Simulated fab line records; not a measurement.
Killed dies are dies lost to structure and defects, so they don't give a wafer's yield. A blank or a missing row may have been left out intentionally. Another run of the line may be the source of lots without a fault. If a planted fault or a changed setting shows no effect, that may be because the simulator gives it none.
What tool caused it? / flow n5Finfet / Sampling: 8 lots, 21 wafers, 5 of 1938 route steps

WHAT THE GAUGES READ, wafer by wafer
N5_BEOL_M9_OCD_MEAS_38.
lot=L818; measured=day 10 02:28; on=ocd-02; trenchDepthNm (nm)=154 149 150
lot=L824; measured=day 11 20:45; on=ocd-02; trenchDepthNm (nm)=0 0 0
lot=L825; measured=day 11 21:54; on=ocd-02; trenchDepthNm (nm)=0 0 0
lot=L830; measured=day 13 12:20; on=ocd-01; trenchDepthNm (nm)=155 155 154
lot=L831; measured=day 13 19:00; on=ocd-02; trenchDepthNm (nm)=153 153
lot=L833; measured=day 14 04:46; on=ocd-02; trenchDepthNm (nm)=145 156
lot=L835; measured=day 14 04:02; on=ocd-01; trenchDepthNm (nm)=149 146 146
lot=L836; measured=day 15 07:55; on=ocd-02; trenchDepthNm (nm)=147 157

WHICH TOOL RAN EACH LOT (tool, then ch and the chambers of the sampled wafers, then the start)
lot=L818; N5_BEOL_M9_DESCUM_33=rieDiel-04 ch 1,2,3, day 10 02:01; N5_BEOL_M9_ETCH_65=rieDiel-04 ch 1,2,3, day 10 02:04; N5_BEOL_M9_ETCH_66=rieDiel-04 ch 1,2,3, day 10 02:05; N5_BEOL_M9_TRENCH_ETCH_37=rieDiel-04 ch 1,2,3, day 10 02:18
lot=L824; N5_BEOL_M9_DESCUM_33=rieDiel-04 ch 0,1,3, day 11 20:18; N5_BEOL_M9_ETCH_65=rieDiel-04 ch 0,1,3, day 11 20:21; N5_BEOL_M9_ETCH_66=rieDiel-04 ch 0,1,3, day 11 20:23; N5_BEOL_M9_TRENCH_ETCH_37=rieDiel-04 ch 0,1,3, day 11 20:35
lot=L825; N5_BEOL_M9_DESCUM_33=rieDiel-04 ch 1,2,3, day 11 21:26; N5_BEOL_M9_ETCH_65=rieDiel-04 ch 1,2,3, day 11 21:30; N5_BEOL_M9_ETCH_66=rieDiel-04 ch 1,2,3, day 11 21:31; N5_BEOL_M9_TRENCH_ETCH_37=rieDiel-04 ch 1,2,3, day 11 21:44
lot=L830; N5_BEOL_M9_DESCUM_33=rieDiel-05 ch 2,3, day 13 11:52; N5_BEOL_M9_ETCH_65=rieDiel-05 ch 2,3, day 13 11:55; N5_BEOL_M9_ETCH_66=rieDiel-05 ch 2,3, day 13 11:57; N5_BEOL_M9_TRENCH_ETCH_37=rieDiel-05 ch 2,3, day 13 12:09
lot=L831; N5_BEOL_M9_DESCUM_33=rieDiel-05 ch 2, day 13 18:32; N5_BEOL_M9_ETCH_65=rieDiel-05 ch 2, day 13 18:35; N5_BEOL_M9_ETCH_66=rieDiel-05 ch 2, day 13 18:37; N5_BEOL_M9_TRENCH_ETCH_37=rieDiel-05 ch 2, day 13 18:49
lot=L833; N5_BEOL_M9_DESCUM_33=rieDiel-04 ch 1,2, day 14 04:19; N5_BEOL_M9_ETCH_65=rieDiel-04 ch 1,2, day 14 04:22; N5_BEOL_M9_ETCH_66=rieDiel-04 ch 1,2, day 14 04:24; N5_BEOL_M9_TRENCH_ETCH_37=rieDiel-04 ch 1,2, day 14 04:36
lot=L835; N5_BEOL_M9_DESCUM_33=rieDiel-04 ch 1,3, day 14 03:34; N5_BEOL_M9_ETCH_65=rieDiel-04 ch 1,3, day 14 03:37; N5_BEOL_M9_ETCH_66=rieDiel-04 ch 1,3, day 14 03:39; N5_BEOL_M9_TRENCH_ETCH_37=rieDiel-04 ch 1,3, day 14 03:51
lot=L836; N5_BEOL_M9_DESCUM_33=rieDiel-04 ch 0,1, day 15 07:27; N5_BEOL_M9_ETCH_65=rieDiel-04 ch 0,1, day 15 07:30; N5_BEOL_M9_ETCH_66=rieDiel-04 ch 0,1, day 15 07:32; N5_BEOL_M9_TRENCH_ETCH_37=rieDiel-04 ch 0,1, day 15 07:44
- N5_BEOL_M9_DESCUM_33: chemistry O2, time 7 s.
- N5_BEOL_M9_ETCH_65: etches SiARC in CF4, target depth 15.6 nm, time 26 s.
- N5_BEOL_M9_ETCH_66: etches SOC in N2/H2, target depth 80 nm, overetch 16 nm, time 120 s.
- N5_BEOL_M9_TRENCH_ETCH_37: etches SiCOH lowk in C4F6/O2, target depth 151.43 nm, time 49 s.

THE ANSWER, worked out from the rows above alone
Rule: the lots themselves supply what counts as usual. Put in order of their means at a reading, lots are off if they are a third of the lots or fewer, leave a main group of 4 or more, and stand apart from it by a gap of 3 or more times the standard deviation of the main group's means; of several such gaps the widest counts. The tables above print the reading to a certain number of digits; a main group whose means all agree to those digits is not used. Also off: a lot with no number at a reading for which 4 or more lots have one. The other lots that the step has rows for count as sound.
Off, at N5_BEOL_M9_OCD_MEAS_38 on trenchDepthNm: L824, L825. Mean 151 nm and standard deviation 2.4 in the main group.
A tool fits if, at a process step before that reading, it ran every lot that is off, and no sound lot after the first of them. Gauges at N5_BEOL_M9_OCD_MEAS_38: tried the same way as those tools. No candidate that was tried fits.

WHAT WAS PUT IN BY THE SIMULATOR
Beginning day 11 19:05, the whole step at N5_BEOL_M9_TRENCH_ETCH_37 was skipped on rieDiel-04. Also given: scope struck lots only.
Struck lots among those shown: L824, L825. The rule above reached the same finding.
